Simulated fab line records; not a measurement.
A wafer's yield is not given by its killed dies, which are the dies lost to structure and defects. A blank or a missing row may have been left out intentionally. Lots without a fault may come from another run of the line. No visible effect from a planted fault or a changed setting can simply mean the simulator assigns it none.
A lot that was struck, set against a sound lot | flow nand_harc | 14 steps out of a route of 1302
Sound: wafers L446.2, L446.4, L446.5. Struck: wafer L457.6 (L457.2, L457.3, from the same lot, were not struck and are left out); the cause is given at the end.
Per side, at each step with rows, come the tool, then ch with its chambers, and then its first start. Under that, the readings that differ: sound wafers | struck wafers | difference of the means | sigmas: that difference in standard deviations of wafers without a fault.
alike: words and numbers the same on both sides, and readings whose means are apart by under 2 such deviations; not compared: readings that were withheld, readings missing a value for some wafer, numbers with overlapping values and no deviation given by the record, and bounds like >300 which may hide the same value.
The two part at a step that has a row with sigmas, a row that says differs or no value, or rows on one side only. Numbers that have no deviation but don't overlap get no sigmas and don't part them. A reading that every wafer of one side lacks parts them only if that side has two wafers or more.

NHARC_A_STAIRCASE_TRIM_12: chemistry O2, time 211.2 s.
  sound on rie_diel-12 ch 0,1, day 15 15:40; struck on rie_diel-04 ch 0, day 19 20:42
  reading      | sound          | struck | difference | sigmas
  rf_vpp_V (V) | 56.7 58.5 60.4 | 55.3   | -3.2       | -3
  alike: drypump_motor_current_A, oes_product_au, showerhead_plenum_p_Torr, throttle_valve_pct
  not compared: rf_hours_counter_h
NHARC_A_STAIRCASE_ETCH_13: etches the open film in C4F8/O2, target depth 100 nm, time 40.5 s.
  sound on rie_diel-12 ch 1,3; struck on rie_diel-04 ch 2
  alike: oes_product_au, rf_vpp_V
  not compared: rf_hours_counter_h
NHARC_A_STAIRCASE_TRIM_14: chemistry O2, time 211.2 s.
  sound on rie_diel-12 ch 0,1,2; struck on rie_diel-04 ch 0
  alike: drypump_motor_current_A, oes_product_au, rf_vpp_V, showerhead_plenum_p_Torr, throttle_valve_pct
  not compared: rf_hours_counter_h
then, 1 step without rows for these wafers: NHARC_A_STAIRCASE_ETCH_15 (etches the open film in C4F8/O2, target depth 100 nm, time 40.5 s).
NHARC_A_STAIRCASE_TRIM_16: chemistry O2, time 211.2 s.
  sound on rie_diel-12 ch 1,2; struck on rie_diel-04 ch 2
  alike: drypump_motor_current_A, oes_product_au, rf_vpp_V, showerhead_plenum_p_Torr, throttle_valve_pct
  not compared: rf_hours_counter_h
then, 6 steps without rows for these wafers: NHARC_A_STAIRCASE_ETCH_17 (etches the open film in C4F8/O2, target depth 100 nm, time 40.5 s); NHARC_A_STAIRCASE_TRIM_18 (chemistry O2, time 211.2 s); NHARC_A_STAIRCASE_ETCH_19 (etches the open film in C4F8/O2, target depth 100 nm, time 40.5 s); NHARC_A_STAIRCASE_TRIM_20 (chemistry O2, time 211.2 s); NHARC_A_STAIRCASE_ETCH_21 (etches the open film in C4F8/O2, target depth 100 nm, time 40.5 s); NHARC_A_STAIRCASE_TRIM_22 (chemistry O2, time 211.2 s).
NHARC_A_STAIRCASE_ETCH_23: etches the open film in C4F8/O2, target depth 100 nm, time 40.5 s.
  sound on rie_diel-12 ch 0,1,3, day 15 17:07; struck on rie_diel-12 ch 0, day 20 00:16
  reading               | sound             | struck | difference | sigmas
  oes_product_au (a.u.) | 0.941 0.934 0.947 | 0.811  | -0.130     | -12
  alike: rf_vpp_V
  not compared: rf_hours_counter_h
NHARC_A_STAIRCASE_TRIM_24: chemistry O2, time 211.2 s.
  sound on rie_diel-12 ch 0,3; struck on rie_diel-12 ch 3
  alike: drypump_motor_current_A, oes_product_au, rf_vpp_V, showerhead_plenum_p_Torr, throttle_valve_pct
  not compared: rf_hours_counter_h
-- record jumps: 8 days between struck wafers' starts before vs after; left off in module A_STAIRCASE, resumes in module END, first step shown is number 1302 of the route --
NHARC_END_SORT_01:
  the record has rows for the struck wafers here (prober-02 ch 0, day 28 12:15) and none for the sound ones

## WHERE THEY PART
First at NHARC_A_STAIRCASE_TRIM_12; last, within this record, at NHARC_END_SORT_01.

WHY: whatever the simulator had introduced
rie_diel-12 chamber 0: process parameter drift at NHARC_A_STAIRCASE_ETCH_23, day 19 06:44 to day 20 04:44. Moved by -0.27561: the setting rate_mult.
